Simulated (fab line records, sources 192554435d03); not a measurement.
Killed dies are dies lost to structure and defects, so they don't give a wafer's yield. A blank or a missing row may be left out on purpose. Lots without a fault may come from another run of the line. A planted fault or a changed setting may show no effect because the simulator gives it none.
Which tool did it? | flow n5_finfet | 8 lots, 24 wafers sampled, at 6 steps of a route of 1938

WHAT THE GAUGES READ, wafer by wafer
N5_BEOL_M4_RC_MEAS_101. Usual: DIBL_N 36.1 mV/V, standard deviation 1.7; DIBL_P 35.9 mV/V, standard deviation 2.1; IOFF_N 0.154 nA/um, standard deviation 0.029; IOFF_P 0.21 nA/um, standard deviation 0.035; ION_N 673 uA/um, standard deviation 10; ION_P 463 uA/um, standard deviation 7.5; SS_N 71.6 mV/dec, standard deviation 0.59; SS_P 73.2 mV/dec, standard deviation 0.69; VT_N 250.5 mV, standard deviation 2.9; VT_P -250 mV, standard deviation 3.2.
lot  | measured     | on        | DIBL_N (mV/V)  | DIBL_P (mV/V)  | IOFF_N (nA/um)    | IOFF_P (nA/um) | ION_N (uA/um) | ION_P (uA/um) | SS_N (mV/dec)  | SS_P (mV/dec)  | VT_N (mV)         | VT_P (mV)      | flag
L960 | day 8 10:36  | prober-02 | 38.7 37.7 36.0 | 39.4 37.9 37.8 | 0.182 0.165 0.146 | 0.26 0.24 0.23 | 668 662 661   | 458 454 462   | 72.7 72.7 71.7 | 73.5 73.6 73.2 | 252.3 253.9 252.5 | -247 -247 -249 |
L962 | day 9 04:24  | prober-01 | 35.0 36.1 37.3 | 35.2 37.3 37.2 | 0.160 0.185 0.194 | 0.23 0.26 0.26 | 683 693 682   | 467 474 469   | 70.9 71.6 71.8 | 73.1 73.2 73.5 | 246.9 248.3 245.2 | -249 -245 -247 |
L964 | day 9 14:58  | prober-02 | 34.4 39.7 37.1 | 34.3 39.3 37.0 | 0.115 0.204 0.149 | 0.14 0.20 0.18 | 653 664 666   | 443 447 453   | 70.9 72.2 72.0 | 71.9 73.8 73.4 | 253.0 248.9 252.5 | -259 -254 -256 |
L970 | day 11 12:47 | prober-02 | 35.3 35.3 32.9 | 35.5 35.3 32.6 | 0.162 0.161 0.119 | 0.23 0.23 0.19 | 678 677 666   | 464 464 459   | 71.4 70.8 70.7 | 74.0 73.5 71.7 | 251.4 250.4 253.0 | -245 -248 -247 |
L976 | day 12 08:46 | prober-02 | 37.2 34.7 36.0 | 37.7 34.4 36.1 | 0.166 0.118 0.152 | 0.28 0.22 0.25 | 678 651 671   | 480 462 471   | 72.0 71.1 70.3 | 73.7 72.4 73.1 | 248.9 253.9 248.7 | -243 -247 -244 |
L978 | day 13 10:14 | prober-01 | 34.4 35.6 34.5 | 35.2 36.6 34.1 | 0.130 0.144 0.115 | 0.18 0.20 0.16 | 676 666 653   | 459 458 452   | 70.9 71.2 71.0 | 72.7 73.3 72.6 | 253.2 250.0 254.2 | -253 -250 -252 |
L982 | day 14 09:39 | prober-01 | 36.1 35.4 36.3 | 37.7 35.9 37.1 | 0.164 0.149 0.156 | 0.21 0.18 0.19 | 686 672 677   | 467 458 461   | 72.1 71.8 71.9 | 73.4 72.7 72.5 | 250.2 250.4 249.8 | -251 -250 -250 |
L983 | day 14 10:16 | prober-02 | 36.6 36.2 38.7 | 33.7 33.5 37.3 | 0.141 0.131 0.171 | 0.17 0.17 0.21 | 670 669 675   | 458 457 456   | 71.2 70.7 71.6 | 73.6 72.3 73.7 | 252.5 253.5 247.2 | -254 -254 -250 |

WHICH TOOL RAN EACH LOT (tool, then ch and the chambers of the sampled wafers, then the start)
lot  | N5_PMOS_HMC_CHANNEL_EPI_DESCUM_14 | N5_PMOS_HMC_CHANNEL_EPI_EPI_26 | N5_FIN_SAQP_ALD_61               | N5_FIN_SAQP_HM_DEP_72          | N5_FIN_CUT_CUT_ETCH_27
L960 | rie_diel-02 ch 0,1,3, day 1 17:31 | epi_rpcvd-02 ch 0, day 1 20:38 | ald_sin-02 ch 0,1,2, day 1 21:02 | pecvd-02 ch 0,1, day 1 21:50   | rie_diel-02 ch 1,2, day 2 03:29
L962 | rie_diel-06 ch 0,2,3, day 2 05:15 | epi_rpcvd-04 ch 0, day 2 08:02 | ald_sin-03 ch 0,1, day 2 08:29   | pecvd-02 ch 0,1, day 2 09:20   | rie_diel-03 ch 0,3, day 2 15:32
L964 | rie_diel-06 ch 1,2,3, day 2 19:07 | epi_rpcvd-02 ch 0, day 2 23:55 | ald_sin-02 ch 0,2,3, day 3 00:32 | pecvd-02 ch 0,1, day 3 01:22   | rie_diel-03 ch 1,2,3, day 3 06:58
L970 | rie_diel-06 ch 2,3, day 4 05:06   | epi_rpcvd-03 ch 0, day 4 07:37 | ald_sin-02 ch 1,2, day 4 08:15   | pecvd-01 ch 0,1,2, day 4 09:02 | rie_diel-03 ch 0,3, day 4 14:55
L976 | rie_diel-02 ch 0,1,2, day 5 17:13 | epi_rpcvd-04 ch 0, day 5 19:41 | ald_sin-03 ch 0,2,3, day 5 20:29 | pecvd-02 ch 0,2, day 5 21:14   | rie_diel-03 ch 0,1,3, day 6 03:26
L978 | rie_diel-03 ch 0,1,2, day 6 07:34 | epi_rpcvd-02 ch 0, day 6 10:49 | ald_sin-01 ch 2,3, day 6 11:12   | pecvd-01 ch 0,1,2, day 6 12:01 | rie_diel-06 ch 0,2,3, day 6 21:30
L982 | rie_diel-02 ch 1,2, day 7 05:26   | epi_rpcvd-04 ch 0, day 7 07:48 | ald_sin-03 ch 2,3, day 7 08:44   | pecvd-02 ch 0,1,2, day 7 09:40 | rie_diel-02 ch 1,2,3, day 7 15:58
L983 | rie_diel-03 ch 0,1,2, day 7 11:22 | epi_rpcvd-02 ch 0, day 7 13:44 | ald_sin-01 ch 1,2,3, day 7 14:14 | pecvd-01 ch 0,2, day 7 15:01   | rie_diel-03 ch 0,2,3, day 7 21:53
- N5_PMOS_HMC_CHANNEL_EPI_DESCUM_14: chemistry O2, time 7.9 s.
- N5_PMOS_HMC_CHANNEL_EPI_EPI_26: deposits Si from SiH4/H2, target thk 3.8 nm, time 22.7 s.
- N5_FIN_SAQP_ALD_61: deposits SiO2, target thk 4 nm, pulse time 1 s, purge time 2 s.
- N5_FIN_SAQP_HM_DEP_72: deposits SiO2 from SiH4/N2O, target thk 12 nm, time 7.2 s.
- N5_FIN_CUT_CUT_ETCH_27: etches SiO2 in CHF3/O2, target depth 4 nm, overetch 2 nm, time 4.9 s.

WHAT THE TOOLS THEMSELVES READ (means of the sampled wafers that have a number; where no wafer has one, the mark that the record gives instead)
N5_PMOS_HMC_CHANNEL_EPI_DESCUM_14. Usual: chamber_pressure_mTorr 20.000 mTorr, standard deviation 0.019; drypump_motor_current_A 5.7 A, standard deviation 0.36; oes_product_au 0.77 a.u., standard deviation 0.064; rf_vpp_V 243.8 V, standard deviation 1.2; showerhead_plenum_p_Torr 2.14 Torr, standard deviation 0.067; temp_c 39.99 C, standard deviation 0.1; throttle_valve_pct 20.49 %, standard deviation 0.22.
lot  | tool        | chamber_pressure_mTorr (mTorr) | drypump_motor_current_A (A) | oes_product_au (a.u.) | rf_vpp_V (V) | showerhead_plenum_p_Torr (Torr) | temp_c (C) | throttle_valve_pct (%) | flag
L960 | rie_diel-02 | 20.002                         | 6.0                         | 0.76                  | 243.3        | 2.09                            | 40.08      | 20.23                  |
L962 | rie_diel-06 | 20.014                         | 5.7                         | 0.83                  | 244.2        | 2.18                            | 40.01      | 20.50                  |
L964 | rie_diel-06 | 20.002                         | 5.9                         | 0.77                  | 244.8        | 2.18                            | 40.03      | 20.62                  |
L970 | rie_diel-06 | 19.976                         | 5.8                         | 0.76                  | 245.5        | 2.18                            | 40.08      | 20.60                  |
L976 | rie_diel-02 | 19.998                         | 5.9                         | 0.76                  | 243.1        | 2.09                            | 39.94      | 20.37                  |
L978 | rie_diel-03 | 19.993                         | 5.5                         | 0.74                  | 243.9        | 2.11                            | 40.06      | 20.49                  |
L982 | rie_diel-02 | 19.977                         | 5.7                         | 0.78                  | 243.1        | 2.12                            | 39.88      | 20.20                  |
L983 | rie_diel-03 | 19.998                         | 5.5                         | 0.73                  | 242.8        | 2.11                            | 39.98      | 20.50                  |

N5_PMOS_HMC_CHANNEL_EPI_EPI_26. Usual: throttle_valve_pct 11.45 %, standard deviation 0.21.
lot  | tool         | throttle_valve_pct (%) | flag
L960 | epi_rpcvd-02 | 11.44                  |
L962 | epi_rpcvd-04 | 11.14                  |
L964 | epi_rpcvd-02 | 11.50                  |
L970 | epi_rpcvd-03 | 11.73                  |
L976 | epi_rpcvd-04 | 11.32                  |
L978 | epi_rpcvd-02 | 11.53                  |
L982 | epi_rpcvd-04 | 11.29                  |
L983 | epi_rpcvd-02 | 11.57                  |

N5_FIN_SAQP_ALD_61. Usual: heater_power_w 470 W, standard deviation 35; precursor_pulse_height_rel 0.999, standard deviation 0.019.
lot  | tool       | heater_power_w (W) | precursor_pulse_height_rel | flag
L960 | ald_sin-02 | 453                | 1.014                      |
L962 | ald_sin-03 | 452                | 0.991                      |
L964 | ald_sin-02 | 454                | 1.005                      |
L970 | ald_sin-02 | 461                | 1.012                      |
L976 | ald_sin-03 | 466                | 0.992                      |
L978 | ald_sin-01 | 522                | 1.010                      |
L982 | ald_sin-03 | 460                | 1.001                      |
L983 | ald_sin-01 | 509                | 1.001                      |

N5_FIN_SAQP_HM_DEP_72. Usual: heater_power_w 791 W, standard deviation 77; showerhead_plenum_p_Torr 8.08 Torr, standard deviation 0.096.
lot  | tool     | heater_power_w (W) | showerhead_plenum_p_Torr (Torr) | flag
L960 | pecvd-02 | 880                | 8.09                            |
L962 | pecvd-02 | 875                | 8.09                            |
L964 | pecvd-02 | 864                | 8.10                            |
L970 | pecvd-01 | 766                | 8.01                            |
L976 | pecvd-02 | 736                | 8.10                            |
L978 | pecvd-01 | 781                | 8.01                            |
L982 | pecvd-02 | 755                | 8.05                            |
L983 | pecvd-01 | 750                | 8.05                            |

N5_FIN_CUT_CUT_ETCH_27. Usual: chamber_pressure_mTorr 29.998 mTorr, standard deviation 0.029; drypump_motor_current_A 5.7 A, standard deviation 0.37; mfc_ar_sccm 200.0 sccm, standard deviation 0.67; oes_product_au 0.60 a.u., standard deviation 0.039; rf_vpp_V 520 V, standard deviation 9.5; showerhead_plenum_p_Torr 2.44 Torr, standard deviation 0.07; throttle_valve_pct 18.85 %, standard deviation 0.2.
lot  | tool        | chamber_pressure_mTorr (mTorr) | drypump_motor_current_A (A) | mfc_ar_sccm (sccm) | oes_product_au (a.u.) | rf_vpp_V (V) | showerhead_plenum_p_Torr (Torr) | throttle_valve_pct (%) | flag
L960 | rie_diel-02 | 29.992                         | 5.7                         | 200.0              | 0.63                  | 531          | 2.46                            | 18.58                  |
L962 | rie_diel-03 | 29.982                         | 5.4                         | 199.7              | 0.64                  | 516          | 2.49                            | 18.76                  |
L964 | rie_diel-03 | 29.994                         | 5.6                         | 199.8              | 0.58                  | 514          | 2.39                            | 18.89                  |
L970 | rie_diel-03 | 30.018                         | 5.4                         | 199.8              | 0.67                  | 517          | 2.49                            | 18.79                  |
L976 | rie_diel-03 | 29.998                         | 5.5                         | 199.8              | 0.60                  | 516          | 2.44                            | 18.86                  |
L978 | rie_diel-06 | 30.016                         | 5.7                         | 200.9              | 0.63                  | 521          | 2.49                            | 18.89                  |
L982 | rie_diel-02 | 30.005                         | 5.6                         | 201.0              | 0.59                  | 530          | 2.47                            | 18.75                  |
L983 | rie_diel-03 | 30.010                         | 5.5                         | 200.4              | 0.59                  | 513          | 2.42                            | 18.87                  |

THE ANSWER, worked out from the rows above alone
Rule: a lot is off if the mean of its wafers that have a number lies more than 3 standard deviations from the usual mean. A lot without any number at a reading at which 4 lots or more have one is off too. The other lots that the step has rows for count as sound. The gauges are gone through in route order, then the tools' own readings, and for those a lot's mean is taken as printed above. The first step at which some lot is off is used, and at that step the reading that is off furthest; a lot without a number counts as furthest.
No lot is off at any reading shown: from this, nothing can be told.

WHAT THE SIMULATOR HAD PUT IN
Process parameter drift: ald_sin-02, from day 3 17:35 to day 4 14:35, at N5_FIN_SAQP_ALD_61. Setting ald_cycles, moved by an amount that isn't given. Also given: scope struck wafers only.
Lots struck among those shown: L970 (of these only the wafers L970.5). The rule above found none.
